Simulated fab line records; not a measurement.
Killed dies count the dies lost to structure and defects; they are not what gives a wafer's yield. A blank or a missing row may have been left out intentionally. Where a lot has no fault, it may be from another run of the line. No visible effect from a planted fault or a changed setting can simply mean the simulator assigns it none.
Which tool was responsible?	flow nand harc	33 wafers from 11 lots sampled at 5 of the route's 1302 steps

WHAT EACH GAUGE READ, for each wafer
NHARC_END_SORT_01.
lot	measured	on	killed at array
L856	day 28 12:53	prober-02	203 164 142
L859	day 29 10:13	prober-02	107 107 121

WHICH TOOL RAN EACH LOT (tool, then ch and the chambers of the sampled wafers, then the start)
lot	NHARC_A_CONTACT_ETCH_77	NHARC_A_CONTACT_ETCH_124	NHARC_A_CONTACT_ETCH_127	NHARC_A_CONTACT_ETCH_132
L849	rie diel-03 ch 0,2, day 22 09:44	har cap etch-01 ch 0,1, day 22 10:45	har cap etch-01 ch 0,1, day 22 11:19	har cap etch-01 ch 0,1, day 22 12:12
L848	rie diel-13 ch 1,2,3, day 22 13:09	har cap etch-03 ch 0,1, day 22 14:15	har cap etch-03 ch 0,1, day 22 14:47	har cap etch-03 ch 0,1, day 22 15:41
L856	rie diel-03 ch 0,1,2, day 26 02:19	har cap etch-01 ch 0,1, day 26 03:19	har cap etch-01 ch 0,1, day 26 03:53	har cap etch-01 ch 0,1, day 26 04:46
L859	rie diel-03 ch 0,3, day 26 18:36	har cap etch-03 ch 1, day 26 19:37	har cap etch-03 ch 1, day 26 20:10	har cap etch-03 ch 1, day 26 21:03
L860	rie diel-05 ch 0,1, day 26 23:40	har cap etch-01 ch 0,1, day 27 00:42	har cap etch-01 ch 0,1, day 27 01:16	har cap etch-01 ch 0,1, day 27 02:08
L861	rie diel-13 ch 0,2,3, day 27 12:40	har cap etch-02 ch 0,1, day 27 13:40	har cap etch-02 ch 0,1, day 27 14:13	har cap etch-02 ch 0,1, day 27 15:06
L869	rie diel-05 ch 0,3, day 30 04:14	har cap etch-03 ch 0,1, day 30 05:16	har cap etch-03 ch 0,1, day 30 05:49	har cap etch-03 ch 0,1, day 30 06:41
L867	rie diel-03 ch 0,1,2, day 30 11:32	har cap etch-02 ch 0,1, day 30 12:33	har cap etch-02 ch 0,1, day 30 13:06	har cap etch-02 ch 0,1, day 30 13:59
L868	rie diel-05 ch 1,2,3, day 30 12:36	har cap etch-03 ch 0,1, day 30 13:37	har cap etch-03 ch 0,1, day 30 14:10	har cap etch-03 ch 0,1, day 30 15:03
L870	rie diel-13 ch 0,1,2, day 31 07:48	har cap etch-02 ch 0,1, day 31 08:49	har cap etch-02 ch 0,1, day 31 09:26	har cap etch-02 ch 0,1, day 31 10:19
L871	rie diel-13 ch 1,2, day 31 20:55	har cap etch-01 ch 0,1, day 31 21:57	har cap etch-01 ch 0,1, day 31 22:30	har cap etch-01 ch 0,1, day 31 23:23
- NHARC_A_CONTACT_ETCH_77: etches the open film in CF4/CHF3, target depth 108.9 nm, time 54.5 s.
- NHARC_A_CONTACT_ETCH_124: etches the open film in C4F8/O2/Ar, time 140 s, target depth 700 nm.
- NHARC_A_CONTACT_ETCH_127: etches the open film in C4F8/O2/Ar, time 197 s, target depth 1918 nm.
- NHARC_A_CONTACT_ETCH_132: etches the open film in C4F8/O2/Ar, time 197 s, target depth 1924 nm.

THE ANSWER, worked out from the rows above alone
Rule: usual is defined by the lots themselves. Put in order of their means at a reading, lots are off if they are a third of the lots or fewer, leave a main group of 4 or more, and stand apart from it by a gap of 3 or more times the standard deviation of the main group's means; of several such gaps the widest counts. If all means in a main group match to the digits the tables above print for the reading, that group is not used. Also off: a lot with no number at a reading for which 4 or more lots have one. Any other lot the step has rows for is counted as sound.
No lot is off on any of the readings shown, so nothing can be concluded from this.

WHAT WAS PUT IN BY THE SIMULATOR
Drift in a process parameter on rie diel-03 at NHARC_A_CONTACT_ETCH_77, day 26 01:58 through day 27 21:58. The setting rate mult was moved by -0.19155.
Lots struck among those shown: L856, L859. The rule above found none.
